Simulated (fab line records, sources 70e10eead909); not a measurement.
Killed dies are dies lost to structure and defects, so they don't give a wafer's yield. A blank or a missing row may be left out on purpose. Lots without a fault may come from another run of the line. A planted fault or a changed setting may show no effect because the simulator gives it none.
Chamber matching | flow nand_harc | NHARC_A_STAIRCASE_TRIM_20 on rie_diel-11: 4 sister chambers
The step chemistry O2, time 211.2 s. 4 wafers are shown with their chamber, then 10 later ones without.

WAFERS WITH THEIR CHAMBER
wafer  | chamber | showerhead_plenum_p_Torr (Torr)
L077.3 | 2       | 3.64
L086.5 | 3       | 3.49
L091.1 | 1       | 3.35
L091.4 | 0       | 3.51

WAFERS WITHOUT THEIR CHAMBER
wafer  | showerhead_plenum_p_Torr (Torr)
L091.5 | 3.51
L093.2 | 3.51
L093.3 | 3.48
L093.6 | 3.62
L095.1 | 3.47
L095.2 | 3.50
L095.3 | 3.34
L095.4 | 3.61
L095.5 | 3.34
L095.6 | 3.50

WHICH CHAMBER EACH WENT THROUGH
wafer  | from the rows above     | in truth
L091.5 | can't be placed: 0 or 3 | 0
L093.2 | can't be placed: 0 or 3 | 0
L093.3 | can't be placed: 3 or 0 | 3
L093.6 | 2                       | 2
L095.1 | can't be placed: 3 or 0 | 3
L095.2 | can't be placed: 0 or 3 | 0
L095.3 | 1                       | 1
L095.4 | 2                       | 2
L095.5 | 1                       | 1
L095.6 | can't be placed: 0 or 3 | 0
Placed correctly: 4 of 10. Can't be placed from these rows: 6 (the true chamber is among the candidates in 6). Placed wrongly: 0.
How it was worked out, from the rows above alone: a wafer's distance from a chamber is the root of the sum, over the readings, of the square of ((its reading less the chamber's mean) divided by the reading's scatter). The wafer belongs to the nearest chamber; if the next one is less than 2 further off, it can't be placed. A chamber's mean is the mean of its shown wafers. The scatter: with one shown wafer a chamber, the root of the mean of the squares of how far each hidden wafer lies from its nearest shown one.
